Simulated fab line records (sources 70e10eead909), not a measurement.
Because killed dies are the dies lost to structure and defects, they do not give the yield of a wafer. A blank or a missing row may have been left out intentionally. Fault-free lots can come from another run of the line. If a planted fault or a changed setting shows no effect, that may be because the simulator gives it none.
Matching of chambers | flow nand_harc | NHARC_A_CONTACT_ETCH_102 on rie_diel-06 has 4 sister chambers
The step etches the open film in CF4/O2, target depth 100 nm, overetch 10 nm, time 55 s. 4 wafers are shown with their chamber, then 7 later ones without.

== WAFERS PAIRED WITH THEIR CHAMBERS ==
wafer  | chamber | drypump_motor_current_A (A)
L545.4 | 1       | 6.0
L545.6 | 3       | 5.8
L559.3 | 0       | 5.2
L559.4 | 2       | 6.2

== WAFERS WITHOUT THEIR CHAMBER ==
wafer  | drypump_motor_current_A (A)
L559.6 | 5.8
L557.2 | 5.2
L557.3 | 6.0
L557.5 | 5.2
L556.3 | 5.1
L556.4 | 5.8
L556.5 | 5.8

== THE CHAMBER EACH PASSED THROUGH ==
wafer  | from the rows above | in truth
L559.6 | 3                   | 3
L557.2 | 0                   | 0
L557.3 | 1                   | 1
L557.5 | 0                   | 0
L556.3 | 0                   | 0
L556.4 | 3                   | 3
L556.5 | 3                   | 3
Correct placement for 7 of the 7. Can't be placed from these rows: 0. 0 placed wrongly.
How it was worked out, from the rows above alone: a wafer's distance from a chamber is the root of the sum, over the readings, of the square of ((its reading less the chamber's mean) divided by the reading's scatter). The wafer belongs to the nearest chamber; if the next one is less than 2 further off, it can't be placed. A chamber's mean is the mean of its shown wafers. The scatter (one wafer shown for each chamber): square how far every hidden wafer sits from the nearest shown wafer, average those squares and take the square root.
